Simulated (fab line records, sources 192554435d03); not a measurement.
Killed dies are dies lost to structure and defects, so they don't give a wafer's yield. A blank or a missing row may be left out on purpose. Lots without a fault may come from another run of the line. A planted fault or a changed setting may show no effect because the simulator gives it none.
Chamber matching | flow n5_finfet | N5_BEOL_M7_ETCH_65 on rie_diel-02: 4 sister chambers
The step etches SiARC in CF4, target depth 15.6 nm, time 26 s. 20 wafers are shown with their chamber, then 10 later ones without.

WAFERS WITH THEIR CHAMBER
wafer  | chamber | drypump_motor_current_A (A) | throttle_valve_pct (%) | showerhead_plenum_p_Torr (Torr)
L074.1 | 3       | 5.0                         | 16.1                   | 2.08
L074.3 | 0       | 6.0                         | 16.0                   | 2.13
L074.5 | 0       | 6.0                         | 16.0                   | 2.13
L076.1 | 1       | 5.9                         | 15.3                   | 2.08
L076.3 | 2       | 5.8                         | 15.6                   | 2.12
L076.6 | 1       | 6.0                         | 15.3                   | 2.08
L079.3 | 2       | 5.8                         | 15.6                   | 2.12
L079.4 | 3       | 5.1                         | 16.1                   | 2.08
L079.6 | 1       | 5.9                         | 15.3                   | 2.08
L083.2 | 3       | 5.1                         | 16.1                   | 2.07
L083.4 | 1       | 5.9                         | 15.3                   | 2.07
L083.5 | 1       | 5.9                         | 15.3                   | 2.07
L085.3 | 0       | 6.0                         | 16.0                   | 2.12
L085.5 | 1       | 5.9                         | 15.3                   | 2.07
L085.6 | 2       | 5.8                         | 15.2                   | 2.12
L091.2 | 0       | 6.0                         | 16.1                   | 2.12
L091.4 | 2       | 5.7                         | 15.2                   | 2.11
L091.6 | 0       | 6.0                         | 16.0                   | 2.12
L092.2 | 0       | 6.0                         | 16.1                   | 2.12
L092.5 | 1       | 5.9                         | 15.4                   | 2.07

SIGNATURES (means of the wafers above)
reading                  | chamber 0 | chamber 1 | chamber 2 | chamber 3 | scatter within a chamber
drypump_motor_current_A  | 6.000     | 5.914     | 5.775     | 5.067     | 0.0377
throttle_valve_pct       | 16.033    | 15.314    | 15.400    | 16.100    | 0.107
showerhead_plenum_p_Torr | 2.1233    | 2.0743    | 2.1175    | 2.0767    | 0.00528
Rule: a wafer's distance from a chamber is the root of the sum, over the readings, of the square of ((its reading less the chamber's mean) divided by the reading's scatter). The wafer belongs to the nearest chamber; if the next one is less than 2 further off, it can't be placed. The scatter: the root of (the sum of the squares of (reading less its chamber's mean) over the shown wafers, divided by (wafers less chambers)).

WAFERS WITHOUT THEIR CHAMBER
wafer  | drypump_motor_current_A (A) | throttle_valve_pct (%) | showerhead_plenum_p_Torr (Torr)
L092.6 | 6.0                         | 16.1                   | 2.12
L094.4 | 5.9                         | 15.4                   | 2.07
L094.5 | 5.9                         | 15.4                   | 2.07
L094.6 | 5.8                         | 15.2                   | 2.11
L095.1 | 5.7                         | 15.2                   | 2.11
L095.5 | 6.0                         | 16.1                   | 2.11
L095.6 | 5.0                         | 16.2                   | 2.07
L096.1 | 5.9                         | 15.4                   | 2.06
L096.2 | 5.1                         | 16.2                   | 2.06
L096.3 | 6.0                         | 16.1                   | 2.11

WHICH CHAMBER EACH WENT THROUGH
wafer  | from the rows above | in truth
L092.6 | 0                   | 0
L094.4 | 1                   | 1
L094.5 | 1                   | 1
L094.6 | 2                   | 2
L095.1 | 2                   | 2
L095.5 | 0                   | 0
L095.6 | 3                   | 3
L096.1 | 1                   | 1
L096.2 | 3                   | 3
L096.3 | 0                   | 0
Placed correctly: 10 of 10. Can't be placed from these rows: 0. Placed wrongly: 0.
